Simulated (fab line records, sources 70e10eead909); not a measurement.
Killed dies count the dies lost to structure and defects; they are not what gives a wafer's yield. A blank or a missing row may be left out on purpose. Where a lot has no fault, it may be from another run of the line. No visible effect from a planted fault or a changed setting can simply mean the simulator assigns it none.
Chamber matching / flow nand harc / rie diel-13 running NHARC_A_STAIRCASE_ETCHBACK_422: 4 sister chambers
The step etches the open film in CH3F/O2, target depth 40 nm, time 74.286 s. 8 wafers are shown with their chamber, then 11 later ones without.

WAFERS, EACH WITH ITS CHAMBER
wafer=L083.1; chamber=0; showerhead plenum p Torr (Torr)=2.65; drypump motor current A (A)=5.9
wafer=L083.3; chamber=1; showerhead plenum p Torr (Torr)=2.45; drypump motor current A (A)=6.1
wafer=L083.4; chamber=2; showerhead plenum p Torr (Torr)=2.41; drypump motor current A (A)=5.3
wafer=L083.6; chamber=2; showerhead plenum p Torr (Torr)=2.41; drypump motor current A (A)=5.4
wafer=L085.2; chamber=3; showerhead plenum p Torr (Torr)=2.28; drypump motor current A (A)=5.5
wafer=L085.3; chamber=1; showerhead plenum p Torr (Torr)=2.44; drypump motor current A (A)=6.1
wafer=L085.5; chamber=3; showerhead plenum p Torr (Torr)=2.28; drypump motor current A (A)=5.5
wafer=L092.2; chamber=0; showerhead plenum p Torr (Torr)=2.64; drypump motor current A (A)=5.9

WAFERS WITH NO CHAMBER GIVEN
wafer=L092.4; showerhead plenum p Torr (Torr)=2.27; drypump motor current A (A)=5.5
wafer=L092.6; showerhead plenum p Torr (Torr)=2.41; drypump motor current A (A)=5.4
wafer=L095.1; showerhead plenum p Torr (Torr)=2.64; drypump motor current A (A)=5.9
wafer=L095.3; showerhead plenum p Torr (Torr)=2.40; drypump motor current A (A)=5.3
wafer=L095.6; showerhead plenum p Torr (Torr)=2.44; drypump motor current A (A)=6.1
wafer=L094.2; showerhead plenum p Torr (Torr)=2.44; drypump motor current A (A)=6.1
wafer=L094.5; showerhead plenum p Torr (Torr)=2.40; drypump motor current A (A)=5.3
wafer=L094.6; showerhead plenum p Torr (Torr)=2.27; drypump motor current A (A)=5.5
wafer=L097.3; showerhead plenum p Torr (Torr)=2.40; drypump motor current A (A)=5.3
wafer=L097.4; showerhead plenum p Torr (Torr)=2.27; drypump motor current A (A)=5.5
wafer=L097.6; showerhead plenum p Torr (Torr)=2.40; drypump motor current A (A)=5.3

CHAMBER TAKEN BY EACH
wafer=L092.4; from the rows above=3; in truth=3
wafer=L092.6; from the rows above=2; in truth=2
wafer=L095.1; from the rows above=0; in truth=0
wafer=L095.3; from the rows above=2; in truth=2
wafer=L095.6; from the rows above=1; in truth=1
wafer=L094.2; from the rows above=1; in truth=1
wafer=L094.5; from the rows above=2; in truth=2
wafer=L094.6; from the rows above=3; in truth=3
wafer=L097.3; from the rows above=2; in truth=2
wafer=L097.4; from the rows above=3; in truth=3
wafer=L097.6; from the rows above=2; in truth=2
11 of 11 placed correctly. From these rows, 0 cannot be placed. 0 placed wrongly.
How it was worked out, from the rows above alone: a wafer's distance from a chamber is the root of the sum, over the readings, of the square of ((its reading less the chamber's mean) divided by the reading's scatter). If the next closest chamber is less than 2 further off than the closest, the wafer can't be placed; otherwise it belongs to the closest. For every chamber, the mean is computed from those of its wafers that are shown. How the scatter is found: for the shown wafers, subtract from each reading the mean of its chamber, square and add these, divide the total by (wafers less chambers), then take the root.
